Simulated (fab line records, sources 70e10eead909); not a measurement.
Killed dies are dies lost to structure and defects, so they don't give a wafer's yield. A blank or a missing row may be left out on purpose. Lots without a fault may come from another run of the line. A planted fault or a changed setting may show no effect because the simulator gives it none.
Problem report in the 8D (eight disciplines) form, filled by code | flow nand_harc | the parts of the form that need people (team, actions taken, sign-off) are left out

1. THE PROBLEM
oes_product_au at NHARC_A_WL_FILL_ETCHBACK_17 reads a mean of 1.438 a.u. on 5 wafers of 3 lots; wafers without a fault read 1.002 a.u. with a standard deviation of 0.0081. That is +54 standard deviations from the usual mean.
The step: etches the open film in Cl2/BCl3, target depth 4 nm, time 26.7 s.
First seen on wafer L319.1, day 25 23:12, on rie_metal-03. The record holds 38 wafers of 13 lots with a number at this step. Rule for "out", or "out of limits": more than 4 standard deviations from the usual mean. The other wafers with a number count as sound.

2. WHAT IT IS AND WHAT IT IS NOT
question                    | is                                     | is not
which readings at this step | oes_product_au                         | drypump_motor_current_A
which lots                  | L319, L320, L321                       | L306, L308, L309, L310, L311, L312, L323, L325, L326, L327
which wafers of those lots  | L319.1, L319.5, L320.5, L321.1, L321.5 | L319.4, L320.2, L321.6
read on which tools         | rie_metal-03                           | rie_metal-01, rie_metal-02
when                        | from day 25 23:12                      | up to then (19 sound wafers); but 14 sound wafers of L320, L321, L323, L325, L326, L327 came after

3. SUSPECTS, AND WHAT RULES EACH OUT
Counting: a tool at a process step up to the reading stays a suspect if it ran every lot that is out. Sound lots after the first of them don't rule it out here, since some wafers of a struck lot are sound.
- rie_metal-03 at NHARC_A_WL_FILL_ETCHBACK_17 (etches the open film in Cl2/BCl3, target depth 4 nm, time 26.7 s): kept. It ran every lot that is out, first L319 (day 25 23:12); its last sound lot up to then is L311 (day 23 10:38). Its own readings are out on those wafers: oes_product_au.
Left after counting: rie_metal-03 at NHARC_A_WL_FILL_ETCHBACK_17.

4. THE CAUSE (what the simulator had put in)
Process parameter drift: rie_metal-03, from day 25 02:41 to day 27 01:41, at NHARC_A_WL_FILL_ETCHBACK_17. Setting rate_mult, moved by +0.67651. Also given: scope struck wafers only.
Counting left only this tool.

5. THE CHAIN OF EFFECTS, in route order
Each row: a reading whose mean over the struck wafers that have a number lies more than 3 standard deviations from the usual. Only readings for which the record gives a usual standard deviation are gone through. hours: the time from each lot's start at the first step in this table that gives one to its start at this step, as a median over the lots. sigmas: the change in usual standard deviations.
hours | step                        | reading        | usual      | on struck wafers | change | sigmas
0     | NHARC_A_WL_FILL_ETCHBACK_17 | oes_product_au | 1.002 a.u. | 1.438            | +0.436 | +54
The process steps in it:
- NHARC_A_WL_FILL_ETCHBACK_17: etches the open film in Cl2/BCl3, target depth 4 nm, time 26.7 s.

6. WHAT WOULD HAVE CAUGHT IT SOONER
In this record the first reading out of limits was taken at day 25 23:12, 21 hours after the fault began at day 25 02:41.
